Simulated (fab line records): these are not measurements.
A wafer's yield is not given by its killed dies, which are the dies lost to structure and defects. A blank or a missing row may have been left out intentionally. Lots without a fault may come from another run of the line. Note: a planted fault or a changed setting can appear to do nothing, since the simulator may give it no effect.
What tool caused it? + flow nand_harc + 11 lots (33 wafers sampled), 1 step of a 1302-step route

== WHAT THE GAUGES READ, wafer by wafer ==
NHARC_A_CONTACT_CD_MEAS_80.
| lot  | measured     | on        | cd_nm (nm)        |
|------|--------------|-----------|-------------------|
| L292 | day 25 12:25 | cd_sem-03 | 289.3 289.7 289.7 |
| L291 | day 25 14:35 | cd_sem-02 | 289.6 289.5 289.5 |
| L294 | day 26 08:06 | cd_sem-03 | 288.5 288.2 288.0 |
| L295 | day 27 01:00 | cd_sem-02 | 290.3 289.5 289.5 |
| L296 | day 27 15:43 | cd_sem-02 | 291.2 290.9 290.9 |
| L297 | day 28 10:22 | cd_sem-03 | 290.6 290.6 290.4 |
| L299 | day 29 07:07 | cd_sem-02 | 290.4 290.4 290.3 |
| L302 | day 30 06:04 | cd_sem-02 | 289.0 288.7 289.0 |
| L301 | day 30 06:26 | cd_sem-02 | 289.7 289.8 289.4 |
| L304 | day 30 19:32 | cd_sem-02 | 288.3 288.6 288.4 |
| L303 | day 31 04:26 | cd_sem-01 | 287.1 287.6 287.5 |

== TOOL THAT RAN EACH LOT (tool first, then ch and the chambers of the sampled wafers, then the start) ==
There is no process step in the record ahead of these readings.

== THE ANSWER, worked out from the rows above alone ==
Rule: the usual values come from the lots themselves. The widest of any qualifying gaps counts: lots, ordered by their means at a reading, are off when they make up no more than a third of the lots, leave a main group of 4 or more, and stand apart from it by 3 or more times the standard deviation of that group's means. If all means in a main group match to the digits the tables above print for the reading, that group is not used. A lot without any number at a reading at which 4 lots or more have one is off too. All remaining lots with rows at the step are treated as sound.
No lot is off at any reading shown: from this, nothing can be told.

== WHAT THE SIMULATOR HAD INSERTED ==
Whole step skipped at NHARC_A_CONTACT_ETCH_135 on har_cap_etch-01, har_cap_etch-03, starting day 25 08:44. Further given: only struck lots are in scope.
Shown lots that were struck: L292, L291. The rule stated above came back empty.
